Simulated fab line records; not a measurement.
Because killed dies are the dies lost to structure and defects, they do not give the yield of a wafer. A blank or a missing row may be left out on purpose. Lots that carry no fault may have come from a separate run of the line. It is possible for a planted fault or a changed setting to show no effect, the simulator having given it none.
fab line records	flow nand_harc
record: lots: 6	wafers: 18	last_day: 23
route steps=1159 shown A_CONTACT@852 END@1159
lots that met no fault: from a run of the same line without faults
start_h: hours from the record's first day to the start of the lot's first wafer shown	wait_h: hours since the lot's step before	" identical to the entry in the row above	L1.1+2: a row that stands for several wafers	- no value present, or no start provided	* or withheld: withheld	< > ~ a bound
route shown NAME@n: a module of which the file shows steps, and the number in the route of the first	usual: mean/standard deviation of fault-free wafers	same: alike in all rows	chamber/n: place in a boat	sites: each site's reading	_std_site: the standard deviation of these	_edge_site: the outer-site mean with the inner-site mean subtracted	radius_mm: how far each site lies from the wafer's centre	mask NAME#n: copy n	behind: the last tool/chamber to shape the wafer	hold: what put the lot on hold/how long, in hours/how the hold closed	device: transistor that didn't switch, given as n, p or np	end of line: tests run on the same wafers once the route is complete	a step with no rows: only its recipe	killed: not the wafer's yield, but the dies lost to structure and defects at the first sort	map: per-die view of a wafer (x killed, . not killed, _ where there is no die)
set.NAME: the setting as run; set.NAME@STEP: as run at that earlier step	model.NAME: the simulator's own value behind a step, which no gauge read
certain route steps with their lots: each step a table, each wafer a row
services: when a tool's chamber went out of use (start_h, in hours from the record's first day, below 0 if earlier), for how many hours, and the reason
== steps ==
step: NHARC_A_CONTACT_PEB_40
recipe: peb_temp_c: 100	peb_time_s: 65
step: NHARC_A_CONTACT_DEVELOP_41
recipe: develop_time_s: 35	dev_temp_c: 23
step: NHARC_A_CONTACT_CD_MEAS_42
recipe: target_cd_nm: 200	landing_energy_ev: 500
usual: cd_nm: 200.3/0.49
lot.wafer	tool	chamber	start_h	wait_h	cd_nm
L646.2	cd_sem-02	0	378.08	-	200.6
L646.3	"	0	"	"	200.5
L646.4	"	0	"	"	199.9
L648.1	cd_sem-02	0	402.48	-	199.7
L648.2	"	0	"	"	200.8
L648.6	"	0	"	"	199.7
L654.2	cd_sem-02	0	417.29	-	201.5
L654.3	"	0	"	"	200.9
L654.5	"	0	"	"	201.2
L655.1	cd_sem-02	0	439.05	-	200.8
L655.4	"	0	"	"	199.7
L655.5	"	0	"	"	201.2
L661.2	cd_sem-02	0	466.97	-	200.6
L661.5	"	0	"	"	199.9
L661.6	"	0	"	"	200.1
L663.1	cd_sem-03	0	471.86	-	200.2
L663.2	"	0	"	"	199.7
L663.3	"	0	"	"	199.8
step: NHARC_A_CONTACT_OVL_MEAS_43
usual: overlay_x_nm: 0.0/0.93	overlay_y_nm: -0.3/0.9
lot.wafer	tool	chamber	start_h	wait_h	overlay_x_nm	overlay_y_nm
L646.2	overlay-02	-	378.17	-	-2.0	-0.2
L646.3	"	-	"	"	-1.4	-0.6
L646.4	"	-	"	"	-1.6	-0.2
L648.1	overlay-01	-	402.56	-	-0.3	-2.2
L648.2	"	-	"	"	-0.5	-1.9
L648.6	"	-	"	"	0.0	-2.1
L654.2	overlay-01	-	417.37	-	-0.1	0.2
L654.3	"	-	"	"	-0.2	0.3
L654.5	"	-	"	"	0.0	0.7
L655.1	overlay-02	-	439.13	-	-0.1	0.1
L655.4	"	-	"	"	0.2	-0.1
L655.5	"	-	"	"	-0.2	0.2
L661.2	overlay-01	-	467.06	-	0.8	0.8
L661.5	"	-	"	"	0.8	0.2
L661.6	"	-	"	"	0.6	0.7
L663.1	overlay-01	-	471.95	-	-0.3	-0.4
L663.2	"	-	"	"	-0.3	0.2
L663.3	"	-	"	"	-0.3	0.2
step: NHARC_A_CONTACT_INSPECT_44
usual: raw_defect_count: 26/10
lot.wafer	tool	chamber	start_h	wait_h	raw_defect_count
L646.2	defect_inspect-02	-	378.21	0.0	28
L646.3	"	-	"	"	28
L646.4	"	-	"	"	23
L648.1	defect_inspect-02	-	402.60	0.0	18
L648.2	"	-	"	"	24
L648.6	"	-	"	"	16
L654.2	defect_inspect-02	-	417.41	0.0	16
L654.3	"	-	"	"	22
L654.5	"	-	"	"	25
L655.1	defect_inspect-02	-	439.17	0.0	36
L655.4	"	-	"	"	46
L655.5	"	-	"	"	52
L661.2	defect_inspect-01	-	467.10	0.0	28
L661.5	"	-	"	"	25
L661.6	"	-	"	"	21
L663.1	defect_inspect-01	-	471.98	0.0	5
L663.2	"	-	"	"	14
L663.3	"	-	"	"	11
step: NHARC_A_CONTACT_DESCUM_47
recipe: time_s: 3	o2_flow_sccm: 200	ar_flow_sccm: 0	bias_power_w: 0	chemistry: O2
step: NHARC_A_CONTACT_ETCH_48
recipe: target_depth_a: 390	over_etch_frac: 0.3	time_s: 65	ion_energy_ev: 80	cf4_flow_sccm: 150	ar_flow_sccm: 0	rf_w: 300	bias_w: 100	chemistry: CF4
usual: bias_w: 100.0/0.31	chamber_pressure_mTorr: 50.00/0.044	drypump_motor_current_A: 5.6/0.34	oes_product_au: 1.000/0.0095	rf_vpp_V: 151.5/0.96	showerhead_plenum_p_Torr: 1.79/0.041	throttle_valve_pct: 13.284/0.0086
lot.wafer	tool	chamber	start_h	wait_h	bias_w	chamber_pressure_mTorr	drypump_motor_current_A	oes_product_au	rf_hours_counter_h	rf_vpp_V	showerhead_plenum_p_Torr	throttle_valve_pct
L646.4	rie_diel-02	0	378.35	0.1	100.2	50.04	5.5	1.003	8	150.9	1.77	13.268
L646.2	"	1	"	"	99.6	50.02	5.5	0.996	8	152.0	1.84	13.303
L646.3	"	2	"	"	100.1	49.98	6.1	0.994	5	150.9	1.73	13.277
L648.1	rie_diel-02	0	402.76	0.1	99.8	49.95	5.5	1.003	13	151.2	1.77	13.287
L648.2	"	1	"	"	100.0	50.00	5.5	0.992	14	152.5	1.84	13.276
L648.6	"	0	"	"	100.1	49.97	5.5	0.997	-	151.2	1.77	13.288
L654.3	rie_diel-02	3	417.58	0.1	100.2	49.99	5.1	1.000	17	152.0	1.80	13.285
L654.2	"	1	"	"	100.0	49.91	5.5	1.001	16	151.3	1.84	13.273
L654.5	"	3	"	"	100.1	49.95	5.1	1.003	-	149.1	1.81	13.282
L655.1	rie_diel-02	0	439.33	0.1	99.7	49.95	5.5	1.003	17	151.8	1.76	13.273
L655.4	"	1	"	"	100.0	49.99	5.6	0.993	20	152.0	1.84	13.289
L655.5	"	2	"	"	100.2	49.98	6.2	1.006	-	151.9	1.73	13.279
L661.2	rie_diel-02	2	467.26	0.1	99.5	49.96	6.1	1.004	21	149.9	1.73	13.280
L661.6	"	3	"	"	100.4	49.93	5.1	1.009	-	151.9	1.80	13.283
L661.5	"	0	"	"	100.3	49.95	5.5	0.993	-	151.1	1.76	13.299
L663.2	rie_diel-08	0	472.35	0.3	99.6	50.04	5.2	1.023	63	151.6	1.72	13.291
L663.1	"	2	"	"	100.1	50.01	5.4	1.000	57	152.4	1.84	13.290
L663.3	"	3	"	"	100.4	49.93	6.2	1.006	60	152.6	1.81	13.284
step: NHARC_A_CONTACT_ETCH_49
recipe: target_depth_a: 2600	over_etch_frac: 0.3	time_s: 475.3	ion_energy_ev: 200	n2_flow_sccm: 150	h2_flow_sccm: 150	ar_flow_sccm: 0	rf_w: 400	bias_w: 150	chemistry: N2/H2
step: NHARC_A_CONTACT_ETCH_50
recipe: target_depth_a: 847	time_s: 42.4	cf4_flow_sccm: 100	chf3_flow_sccm: 30	ar_flow_sccm: 0	rf_w: 500	bias_w: 200	chemistry: CF4/CHF3
step: NHARC_A_CONTACT_ETCH_51
recipe: target_depth_a: 36000	over_etch_frac: 0.3	time_s: 936	ion_energy_ev: 150	o2_flow_sccm: 400	cos_flow_sccm: 20	ar_flow_sccm: 0	rf_w: 500	bias_w: 300	chemistry: O2/COS
step: NHARC_A_CONTACT_ETCH_111
recipe: source_w: withheld	pressure_mtorr: 20	bias_v: withheld	time_s: 140	target_depth_a: 7000	ar_flow_sccm: withheld	c4f8_flow_sccm: withheld	o2_flow_sccm: withheld	chemistry: C4F8/O2/Ar
usual: chamber_pressure_mTorr: 20.000/0.017
lot.wafer	tool	chamber	start_h	wait_h	chamber_pressure_mTorr	rf_hours_counter_h
L646.2	har_cap_etch-01	0	379.53	-	20.024	57
L646.3	"	0	"	"	19.974	-
L646.4	"	1	"	"	20.024	-
L648.1	har_cap_etch-03	1	404.16	-	20.004	87
L648.2	"	0	"	"	19.987	87
L648.6	"	0	"	"	19.993	-
L654.2	har_cap_etch-02	0	419.01	-	20.009	18
L654.3	"	1	"	"	20.013	-
L654.5	"	1	"	"	20.011	-
L655.1	har_cap_etch-02	0	440.53	-	20.003	23
L655.4	"	0	"	"	19.982	-
L655.5	"	1	"	"	19.984	-
L661.2	har_cap_etch-01	0	468.47	-	20.023	74
L661.6	"	1	"	"	19.997	-
L661.5	"	0	"	"	20.017	-
L663.2	har_cap_etch-01	1	473.53	-	19.978	75
L663.1	"	0	"	"	20.031	75
L663.3	"	1	"	"	19.972	-
step: NHARC_A_CONTACT_ETCH_112
recipe: source_w: withheld	pressure_mtorr: 20	bias_v: 3000	time_s: 94	target_depth_a: 9220	ar_flow_sccm: withheld	c4f8_flow_sccm: withheld	o2_flow_sccm: withheld	chemistry: C4F8/O2/Ar
step: NHARC_A_CONTACT_ETCH_113
recipe: source_w: withheld	pressure_mtorr: 20	bias_v: 3000	time_s: 94	target_depth_a: 9220	ar_flow_sccm: withheld	c4f8_flow_sccm: withheld	o2_flow_sccm: withheld	chemistry: C4F8/O2/Ar
usual: chamber_pressure_mTorr: 20.000/0.018
lot.wafer	tool	chamber	start_h	wait_h	chamber_pressure_mTorr	rf_hours_counter_h
L646.2	har_cap_etch-01	0	379.82	0.1	20.012	58
L646.3	"	0	"	"	20.004	-
L646.4	"	1	"	"	20.014	-
L648.1	har_cap_etch-03	1	404.45	0.1	20.008	87
L648.2	"	0	"	"	20.003	87
L648.6	"	0	"	"	20.031	-
L654.2	har_cap_etch-02	0	419.28	0.1	19.997	18
L654.3	"	1	"	"	20.016	-
L654.5	"	1	"	"	19.995	-
L655.1	har_cap_etch-02	0	440.80	0.1	20.003	23
L655.4	"	0	"	"	19.997	-
L655.5	"	1	"	"	19.994	-
L661.2	har_cap_etch-01	0	468.74	0.1	19.953	74
L661.6	"	1	"	"	19.981	-
L661.5	"	0	"	"	20.010	-
L663.2	har_cap_etch-01	1	473.82	0.1	20.027	75
L663.1	"	0	"	"	20.005	75
L663.3	"	1	"	"	20.005	-
step: NHARC_A_CONTACT_ETCH_114
recipe: source_w: withheld	pressure_mtorr: 20	bias_v: 3000	time_s: 94	target_depth_a: 9220	ar_flow_sccm: withheld	c4f8_flow_sccm: withheld	o2_flow_sccm: withheld	chemistry: C4F8/O2/Ar
step: NHARC_A_CONTACT_ETCH_115
recipe: source_w: withheld	pressure_mtorr: 20	bias_v: 3000	time_s: 94	target_depth_a: 9220	ar_flow_sccm: withheld	c4f8_flow_sccm: withheld	o2_flow_sccm: withheld	chemistry: C4F8/O2/Ar
step: NHARC_A_CONTACT_ETCH_116
recipe: source_w: withheld	pressure_mtorr: 20	bias_v: 3000	time_s: 94	target_depth_a: 9220	ar_flow_sccm: withheld	c4f8_flow_sccm: withheld	o2_flow_sccm: withheld	chemistry: C4F8/O2/Ar
step: NHARC_A_CONTACT_ETCH_117
recipe: source_w: withheld	pressure_mtorr: 20	bias_v: 3000	time_s: 94	target_depth_a: 9220	ar_flow_sccm: withheld	c4f8_flow_sccm: withheld	o2_flow_sccm: withheld	chemistry: C4F8/O2/Ar
usual: chamber_pressure_mTorr: 19.997/0.017
lot.wafer	tool	chamber	start_h	wait_h	chamber_pressure_mTorr	rf_hours_counter_h
L646.2	har_cap_etch-01	0	380.18	0.1	19.980	58
L646.3	"	0	"	"	19.976	-
L646.4	"	1	"	"	20.007	-
L648.1	har_cap_etch-03	1	404.81	0.1	19.986	88
L648.2	"	0	"	"	19.984	88
L648.6	"	0	"	"	20.003	-
L654.2	har_cap_etch-02	0	419.64	0.1	20.008	18
L654.3	"	1	"	"	19.987	-
L654.5	"	1	"	"	19.970	-
L655.1	har_cap_etch-02	0	441.17	0.1	20.020	23
L655.4	"	0	"	"	20.001	-
L655.5	"	1	"	"	19.998	-
L661.2	har_cap_etch-01	0	469.10	0.1	19.973	74
L661.6	"	1	"	"	19.994	-
L661.5	"	0	"	"	20.028	-
L663.2	har_cap_etch-01	1	474.18	0.1	19.965	75
L663.1	"	0	"	"	20.002	75
L663.3	"	1	"	"	19.997	-
step: NHARC_A_CONTACT_ETCH_118
recipe: source_w: withheld	pressure_mtorr: 20	bias_v: 3000	time_s: 94	target_depth_a: 9220	ar_flow_sccm: withheld	c4f8_flow_sccm: withheld	o2_flow_sccm: withheld	chemistry: C4F8/O2/Ar
step: NHARC_A_CONTACT_ETCH_119
recipe: source_w: withheld	pressure_mtorr: 20	bias_v: 3000	time_s: 94	target_depth_a: 9220	ar_flow_sccm: withheld	c4f8_flow_sccm: withheld	o2_flow_sccm: withheld	chemistry: C4F8/O2/Ar
step: NHARC_A_CONTACT_ETCH_120
recipe: source_w: withheld	pressure_mtorr: 20	bias_v: 3000	time_s: 94	target_depth_a: 9220	ar_flow_sccm: withheld	c4f8_flow_sccm: withheld	o2_flow_sccm: withheld	chemistry: C4F8/O2/Ar
step: NHARC_A_CONTACT_ETCH_121
recipe: source_w: withheld	pressure_mtorr: 20	bias_v: 3000	time_s: 94	target_depth_a: 9220	ar_flow_sccm: withheld	c4f8_flow_sccm: withheld	o2_flow_sccm: withheld	chemistry: C4F8/O2/Ar
step: NHARC_A_CONTACT_ETCH_122
recipe: source_w: withheld	pressure_mtorr: 20	bias_v: 3000	time_s: 95	target_depth_a: 9300	ar_flow_sccm: withheld	c4f8_flow_sccm: withheld	o2_flow_sccm: withheld	chemistry: C4F8/O2/Ar
step: NHARC_A_CONTACT_ETCH_123
recipe: source_w: withheld	pressure_mtorr: 20	bias_v: 400	time_s: 253	target_depth_a: 10900	ar_flow_sccm: withheld	c4f8_flow_sccm: 11.5	o2_flow_sccm: 7.2	chemistry: C4F8/O2/Ar
step: NHARC_A_CONTACT_ETCH_90
recipe: target_depth_a: 400	over_etch_frac: 0.5	time_s: 85.7	ion_energy_ev: 120	ch3f_flow_sccm: 50	o2_flow_sccm: 30	ar_flow_sccm: 200	rf_w: 500	bias_w: 100	chemistry: CH3F/O2
step: NHARC_A_CONTACT_ETCH_96
recipe: target_depth_a: 200	over_etch_frac: 0.5	time_s: 10	ion_energy_ev: 250	c4f6_flow_sccm: 25	o2_flow_sccm: 20	ar_flow_sccm: 500	rf_w: 600	bias_w: 500	chemistry: C4F6/O2
usual: bias_w: 500.0/1.5	c4f6_flow_sccm: 24.99/0.08	chamber_pressure_mTorr: 30.000/0.026	drypump_motor_current_A: 5.7/0.38	oes_product_au: 0.974/0.025	rf_vpp_V: 547.5/2	showerhead_plenum_p_Torr: 3.96/0.091	throttle_valve_pct: 26.903/0.0096
lot.wafer	tool	chamber	start_h	wait_h	bias_w	c4f6_flow_sccm	chamber_pressure_mTorr	drypump_motor_current_A	oes_product_au	rf_hours_counter_h	rf_vpp_V	showerhead_plenum_p_Torr	throttle_valve_pct
L646.3	rie_diel-02	1	-	-	500.5	24.88	29.997	5.5	0.939	9	550.0	4.08	26.896
L646.2	"	2	"	"	500.5	25.00	30.017	6.2	0.946	6	544.9	3.84	26.897
L646.4	"	0	"	"	503.3	25.15	29.976	5.5	0.941	9	546.3	3.92	26.894
L648.1	rie_diel-02	1	406.13	0.1	502.0	25.05	29.974	5.5	0.948	15	548.9	4.07	26.899
L648.2	"	3	"	"	498.3	24.91	29.973	5.2	0.949	15	548.4	4.00	26.906
L648.6	"	2	"	"	498.6	24.95	30.012	6.1	0.993	-	545.9	3.84	26.908
L654.2	rie_diel-02	3	420.95	0.1	501.8	24.95	30.050	5.1	0.941	18	548.2	4.00	26.918
L654.3	"	1	"	"	498.1	25.08	29.985	5.5	0.949	17	549.7	4.07	26.903
L654.5	"	2	"	"	499.9	25.01	29.981	6.2	0.944	-	544.3	3.83	26.889
L655.1	rie_diel-02	1	-	-	499.5	24.89	30.009	5.5	0.949	21	550.1	4.07	26.913
L655.4	"	3	"	"	500.2	25.05	30.027	5.1	0.943	22	546.9	4.00	26.891
L655.5	"	2	"	"	500.0	25.04	29.963	6.2	0.947	-	543.7	3.83	26.900
L661.2	rie_diel-02	3	-	-	500.8	24.93	30.008	5.2	0.943	27	548.5	4.00	26.897
L661.5	"	0	"	"	501.7	24.93	29.970	5.5	0.936	-	546.0	3.91	26.908
L661.6	"	1	"	"	497.9	24.99	30.026	5.5	0.951	-	547.5	4.07	26.904
L663.2	rie_diel-02	2	-	-	496.0	24.97	30.019	6.1	1.004	23	543.9	3.83	26.893
L663.1	"	3	"	"	499.2	24.98	30.002	5.1	0.999	28	548.0	3.99	26.908
L663.3	"	0	"	"	500.6	25.02	30.033	5.5	0.996	25	545.7	3.91	26.899
step: NHARC_A_CONTACT_CD_MEAS_53
usual: cd_nm: 190.0/0.58
lot.wafer	tool	chamber	start_h	wait_h	cd_nm
L646.2	cd_sem-01	-	381.55	-	191.2
L646.3	"	-	"	"	190.0
L646.4	"	-	"	"	189.7
L648.1	cd_sem-03	-	406.21	-	189.1
L648.2	"	-	"	"	189.6
L648.6	"	-	"	"	189.3
L654.2	cd_sem-01	-	421.03	-	189.2
L654.3	"	-	"	"	189.7
L654.5	"	-	"	"	190.0
L655.1	cd_sem-01	-	442.52	-	189.9
L655.4	"	-	"	"	190.9
L655.5	"	-	"	"	190.4
L661.2	cd_sem-01	-	470.46	-	189.3
L661.5	"	-	"	"	188.6
L661.6	"	-	"	"	189.4
L663.1	cd_sem-03	-	475.58	-	189.9
L663.2	"	-	"	"	190.5
L663.3	"	-	"	"	189.0
step: NHARC_A_CONTACT_STRIP_99
recipe: n2_flow_sccm: 150	h2_flow_sccm: 150	ar_flow_sccm: 0	bias_w: 0	chemistry: N2/H2
step: NHARC_A_CONTACT_STRIP_100
recipe: cf4_flow_sccm: 100	chf3_flow_sccm: 30	ar_flow_sccm: 0	bias_w: 0	chemistry: CF4/CHF3
step: NHARC_A_CONTACT_STRIP_101
recipe: o2_flow_sccm: 400	cos_flow_sccm: 20	ar_flow_sccm: 0	bias_w: 0	chemistry: O2/COS
step: NHARC_A_CONTACT_ETCH_102
recipe: target_depth_a: 700	overetch_a: 70	time_s: 38.5	ion_energy_ev: 100	cf4_flow_sccm: 80	o2_flow_sccm: 20	ar_flow_sccm: 0	rf_w: 300	bias_w: 100	chemistry: CF4/O2
usual: bias_w: 100.0/0.31	chamber_pressure_mTorr: 30.001/0.026	drypump_motor_current_A: 5.6/0.36	oes_f_703_au: 1.000/0.0045	oes_product_au: 1.000/0.01	rf_vpp_V: 198.2/1	showerhead_plenum_p_Torr: 1.35/0.034	throttle_valve_pct: 13.397/0.0091
lot.wafer	tool	chamber	start_h	wait_h	bias_w	chamber_pressure_mTorr	drypump_motor_current_A	oes_f_703_au	oes_product_au	rf_hours_counter_h	rf_vpp_V	showerhead_plenum_p_Torr	throttle_valve_pct
L646.2	rie_diel-04	1	381.84	0.1	99.8	29.983	5.7	0.994	1.004	27	197.6	1.37	13.396
L646.3	"	2	"	"	99.9	30.015	6.2	1.002	1.008	25	198.0	1.34	13.383
L646.4	"	3	"	"	100.1	30.022	5.7	0.996	1.015	27	199.9	1.32	13.397
L648.2	rie_diel-02	1	406.61	0.1	100.1	29.982	5.5	0.995	1.007	15	200.0	1.39	13.396
L648.1	"	3	"	"	99.4	29.965	5.1	1.000	0.998	15	198.4	1.36	13.399
L648.6	"	2	"	"	99.7	30.013	6.2	1.008	1.003	-	197.5	1.30	13.397
L654.2	rie_diel-02	3	421.32	0.1	99.6	30.017	5.1	0.995	0.998	18	199.4	1.36	13.380
L654.3	"	0	"	"	99.8	30.018	5.5	0.992	0.990	14	195.9	1.33	13.409
L654.5	"	3	"	"	99.8	30.037	5.2	1.006	0.994	-	198.5	1.36	13.412
L655.4	rie_diel-02	3	442.94	0.2	100.3	30.077	5.1	1.002	0.997	22	199.6	1.36	13.391
L655.1	"	2	"	"	99.7	29.997	6.1	0.993	1.002	16	196.2	1.30	13.408
L655.5	"	3	"	"	100.4	29.999	5.1	0.997	1.000	-	198.9	1.36	13.379
L661.2	rie_diel-02	0	470.75	0.1	100.1	30.036	5.5	0.998	1.012	23	198.3	1.33	13.399
L661.5	"	3	"	"	99.5	30.032	5.1	1.000	1.011	-	198.9	1.36	13.395
L661.6	"	0	"	"	100.1	30.017	5.5	1.001	1.009	-	198.2	1.33	13.396
L663.2	rie_diel-04	3	476.09	0.1	99.8	30.019	5.8	0.992	1.013	1	197.9	1.31	13.398
L663.3	"	1	"	"	100.2	29.981	5.6	0.998	0.997	0	197.2	1.36	13.413
L663.1	"	2	"	"	100.1	30.037	6.2	0.999	1.004	0	196.8	1.33	13.396
step: NHARC_A_CONTACT_STRIP_55
recipe: o2_flow_sccm: 500	ar_flow_sccm: 0	bias_w: 0	chemistry: O2
step: NHARC_A_CONTACT_STRIP_56
recipe: time_s: 600	temp_c: 30	chemistry: post_etch_residue_remover
step: NHARC_A_CONTACT_DEP_57
recipe: target_thk_a: 28000	temp_c: 400	material: aC
step: NHARC_A_CONTACT_DEP_58
recipe: target_thk_a: 600	target_thk_nm: 60	temp_c: 400	pressure_torr: 3.5	flow_sccm: 200	rf_w: 350	material: SiON
step: NHARC_A_CONTACT_DEHYDRATE_59
recipe: temp_c: 150	time_s: 120
step: NHARC_A_CONTACT_HMDS_60
recipe: time_s: 30
step: NHARC_A_CONTACT_COAT_61
recipe: temp_c: 260	time_s: 75
step: NHARC_A_CONTACT_COAT_62
recipe: temp_c: 225	time_s: 65
step: NHARC_A_CONTACT_COAT_63
recipe: spin_rpm: 1500	resist_thk_nm: 90
step: NHARC_A_CONTACT_SOFTBAKE_64
recipe: temp_c: 105	time_s: 55
step: NHARC_A_CONTACT_EBR_65
step: NHARC_A_CONTACT_EXPOSE_66
recipe: na: 1.35	sigma_outer: 0.8	dose_mj: 59.02	mask_id: A_CC_2
step: NHARC_END_SORT_01
recipe: temp_c: 25
usual: killed_at_array: 28/8.6	killed_at_other: 0.7/1.2	killed_at_periphery: 3.1/2.3	killed_dies: 32/8.7	killed_open: 3.2/1.7	killed_short: 2.0/1.5
same: gross_dies: 677
lot.wafer	tool	chamber	start_h	wait_h	killed_at_array	killed_at_other	killed_at_periphery	killed_dies	killed_open	killed_short
L661.2	prober-01	0	542.13	2.8	104	0	0	104	3	4
L661.5	prober-01	0	544.55	3.7	91	1	2	94	3	2
L661.6	prober-01	0	545.35	4.0	47	0	2	49	4	0
L663.1	prober-02	0	546.36	2.5	80	0	3	83	2	4
L663.2	prober-02	0	547.15	2.8	45	0	1	46	7	1
L663.3	prober-02	0	547.95	3.1	38	0	2	40	2	1
killed by level:class
L661.2 A_CONTACT:unspecified=69 A_SLIT:chamber_film_flake=16 A_CHANNEL_HOLE_D1:chamber_film_flake=4 A_STAIRCASE:chamber_film_flake=4 A_CONTACT:chamber_film_flake=4 A_ONON_D1:geometric_particle:short=2 A_ONON_D1:geometric_particle:open=1 A_CHANNEL_FILL_D1:geometric_particle:short=1
L661.5 A_CONTACT:unspecified=68 A_CHANNEL_HOLE_D1:chamber_film_flake=7 A_SLIT:chamber_film_flake=7 A_ONON_D1:geometric_particle:open=3 A_STAIRCASE:chamber_film_flake=2 A_CONTACT:chamber_film_flake=2 P_STI:geometric_particle:short=1 A_ONON_D1:geometric_particle:short=1
L661.6 A_CONTACT:unspecified=22 A_SLIT:chamber_film_flake=14 A_CHANNEL_HOLE_D1:chamber_film_flake=6 P_ZERO_WELL:chamber_film_flake=2 A_ONON_D1:geometric_particle:open=1 A_CHANNEL_FILL_D1:geometric_particle:open=1 A_M0:geometric_particle:open=1 A_M1:geometric_particle:open=1
L663.1 A_CONTACT:unspecified=70 A_CONTACT:chamber_film_flake=3 P_GATE:geometric_particle:short=1 P_M0:geometric_particle:open=1 A_CHANNEL_FILL_D1:geometric_particle:short=1 A_WL_FILL:geometric_particle:short=1 A_CONTACT:geometric_particle:open=1 A_M1:geometric_particle:short=1
L663.2 A_CONTACT:unspecified=23 A_CHANNEL_HOLE_D1:chamber_film_flake=8 A_CONTACT:chamber_film_flake=7 A_BLC:geometric_particle:open=2 P_M0:geometric_particle:open=1 A_ONON_D1:geometric_particle:open=1 A_CHANNEL_FILL_D1:geometric_particle:open=1 A_WL_FILL:geometric_particle:open=1
L663.3 A_CONTACT:unspecified=23 A_CHANNEL_HOLE_D1:chamber_film_flake=6 A_CONTACT:chamber_film_flake=5 A_ONON_D1:geometric_particle:short=1 A_BLC:geometric_particle:open=1 A_M0:geometric_particle:open=1 P_STI:chamber_film_flake=1 P_M2:chamber_film_flake=1
map L661.2 (x killed, . not)
____________.____________
_________...x..._________
_______..........._______
______............x______
_____.......x......._____
____..x....x.........____
____.................____
___.........x.........___
___...................___
__.....................__
__.....................__
_..............xxx......_
_............xxxxx.x...._
_...........xxxxxxxx...._
_............xxxxxxx...._
_...........xxxxxxxx...._
............xxxxxxxx.....
............xxxxxxxx.....
............xxxxxxx......
.............xxxxxxx.....
.............x..xxx.x....
_.......x....x.....xx..._
_..............x..x....._
_..................x...._
_.........x.x..........._
_.........xxxx.........._
__.......xx..x.........__
__........xxxx.........__
___......x.xx.....x...___
___........xx.........___
____.......xx........____
____.......x......x..____
_____..............._____
______.............______
_______........x.._______
_________......._________
____________.____________
map L663.1 (x killed, . not)
____________.____________
_________......._________
_______..x........_______
______.............______
_____..............._____
____.................____
____x........x.......____
___x......x...........___
___...................___
__.....................__
__.x............x......__
_.............xxx......._
_............xxxx.x....._
_............xxxxxx....._
_...........xxxxxxxx...._
_...........xxxxxxx....x_
............xxxxxxxx.....
............xxxxxxxx.....
..............xxxxxxx....
..............xxxxx......
..........x..xxxx.x......
_............xxxx..x...._
_................x......_
_......................._
_........x.............._
_......................._
__.x.........x....x....__
__.....................__
___...................___
___................x..___
____.................____
____.................____
_____..............._____
______.............______
_______.x........._______
_________......._________
____________.____________
== services ==
tool	chamber	start_h	hours	kind
rie_diel-02	0	361.33	4.1	repair
rie_diel-02	1	361.33	-	clean
rie_diel-02	2	361.33	-	clean
rie_diel-02	3	361.33	-	clean
rie_diel-02	0	385.86	-	clean
rie_diel-02	1	385.86	-	clean
rie_diel-02	2	385.86	-	clean
rie_diel-02	3	385.86	-	clean
rie_diel-02	2	399.59	5.1	repair
rie_diel-02	0	410.79	-	clean
rie_diel-02	1	410.79	-	clean
rie_diel-02	2	410.79	-	clean
rie_diel-02	3	410.79	-	clean
rie_diel-08	-	412.46	2.5	repair
rie_diel-02	0	435.29	-	clean
rie_diel-02	1	435.29	-	clean
rie_diel-02	2	435.29	-	clean
rie_diel-02	3	435.29	-	clean
rie_diel-02	2	459.83	4.2	repair
rie_diel-02	0	459.83	-	clean
rie_diel-02	1	459.83	-	clean
rie_diel-02	1	462.89	1.5	repair
rie_diel-04	-	466.05	9.0	pm
rie_diel-02	2	475.63	6.5	repair
== key ==
first_sign: step: NHARC_END_SORT_01	reading: killed_at_array	direction: up	sigmas: 4.6	usual: 28	struck: 68
effect: step: NHARC_END_SORT_01	reading: killed_dies	direction: up	sigmas: 4.3	usual: 32	struck: 69
more_kills_born_at: NHARC_A_CONTACT_ETCH_113@har_cap_etch-01: 270
met_at NHARC_A_CONTACT_ETCH_113
struck_wafers L661.2,L661.5,L661.6,L663.1,L663.2,L663.3
tester_left_out L661,L663
onset_between 379.82 468.74
also_fits time
fault: kind: chamber_particle_source	tool: har_cap_etch-01	chamber: -	onset_h: 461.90	steps: NHARC_A_CONTACT_ETCH_113	rate_per_visit_cm2: 0.43021	end_h: 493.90
tester_left_out: of these lots the tester's yield and bins aren't shown, on N5 and GAA mostly nor the transistor test; their killed dies are dies lost to structure and defects alone, not to doping, threshold or leakage, so they don't give the yield
